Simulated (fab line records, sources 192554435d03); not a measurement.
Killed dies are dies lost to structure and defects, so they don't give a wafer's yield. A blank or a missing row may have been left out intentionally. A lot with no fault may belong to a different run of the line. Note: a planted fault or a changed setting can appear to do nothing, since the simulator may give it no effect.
Tool commonality check    flow n5_finfet    9 lots, 27 wafers sampled

== WHY THIS WAS OPENED ==
Flagged at N5_FIN_CUT_INSPECT_17: reading raw_defect_count, on 3 of 9 lots. Fault-free wafers read 223, with a standard deviation of 61.
Rule: a lot is flagged when every wafer of it that has a number lies more than 4 standard deviations from that mean, or none has a number. All remaining lots are regarded as sound.

lot   measured     on                 raw_defect_count, wafer by wafer  flag
L242  day 3 05:05  defect_inspect-01  252 215 227                       
L249  day 5 07:04  defect_inspect-02  158 173 160                       
L253  day 5 21:42  defect_inspect-02  2599 2642 2680                    FLAGGED
L254  day 6 03:16  defect_inspect-02  2521 2513 2559                    FLAGGED
L255  day 6 09:39  defect_inspect-01  2611 2569 2641                    FLAGGED
L256  day 6 16:25  defect_inspect-01  265 223 295                       
L257  day 6 22:47  defect_inspect-02  265 118 102                       
L260  day 7 15:34  defect_inspect-02  200 206 220                       
L261  day 7 21:02  defect_inspect-01  301 197 288                       
The numbers of the flagged lots are 2593 on average: +2370 against the usual, or +39 standard deviations.

== TOOL THAT RAN EACH LOT ==
2 process steps preceding the reading are held in the record, out of 1938 steps in the route. Read each cell as the tool, then ch plus the chambers that the sampled wafers visited, then the start.
lot   flag     N5_FIN_CUT_ETCH_30                 N5_FIN_CUT_STRIP_22
L242           rie_diel-01 ch 2,3, day 3 04:09    rie_diel-01 ch 0,2,3, day 3 04:56
L249           rie_diel-03 ch 0,1,2, day 5 06:11  rie_diel-03 ch 0,2,3, day 5 06:54
L253  FLAGGED  rie_diel-03 ch 0,2,3, day 5 20:38  rie_diel-01 ch 1,2,3, day 5 21:32
L254  FLAGGED  rie_diel-01 ch 1,3, day 6 02:23    rie_diel-03 ch 0,1,2, day 6 03:06
L255  FLAGGED  rie_diel-01 ch 0,1,3, day 6 08:42  rie_diel-06 ch 2,3, day 6 09:25
L256           rie_diel-03 ch 1,2, day 6 15:32    rie_diel-01 ch 0,2,3, day 6 16:16
L257           rie_diel-06 ch 2,3, day 6 21:52    rie_diel-06 ch 1,2,3, day 6 22:37
L260           rie_diel-06 ch 0,2,3, day 7 14:29  rie_diel-03 ch 0,2,3, day 7 15:25
L261           rie_diel-01 ch 0,1,3, day 7 20:10  rie_diel-03 ch 2,3, day 7 20:53
What the steps here do:
- N5_FIN_CUT_ETCH_30: etches underlayer in N2/H2, target depth 13 nm, time 10.4 s.
- N5_FIN_CUT_STRIP_22: strips in N2/H2.
- N5_FIN_CUT_INSPECT_17: inspects for defects (brightfield).

== FLAGGED AGAINST TOTAL, ONE TOOL AT A TIME (gauges that did the reading follow at the end) ==
step                   tool               lots run  flagged  share of the flagged lots  sound lots run after its first flagged lot
N5_FIN_CUT_ETCH_30     rie_diel-01        4         2        some                       1 (L261)
N5_FIN_CUT_ETCH_30     rie_diel-03        3         1        some                       1 (L256)
N5_FIN_CUT_ETCH_30     rie_diel-06        2         0        none                       -
N5_FIN_CUT_STRIP_22    rie_diel-01        3         1        some                       1 (L256)
N5_FIN_CUT_STRIP_22    rie_diel-03        4         1        some                       2 (L260,L261)
N5_FIN_CUT_STRIP_22    rie_diel-06        2         1        some                       1 (L257)
N5_FIN_CUT_INSPECT_17  defect_inspect-01  4         1        some                       2 (L256,L261)
N5_FIN_CUT_INSPECT_17  defect_inspect-02  5         2        some                       2 (L257,L260)

== WHAT THE TABLE ALLOWS ==
No row of the table ran every flagged lot.

== WHAT THE SIMULATOR HAD PUT IN ==
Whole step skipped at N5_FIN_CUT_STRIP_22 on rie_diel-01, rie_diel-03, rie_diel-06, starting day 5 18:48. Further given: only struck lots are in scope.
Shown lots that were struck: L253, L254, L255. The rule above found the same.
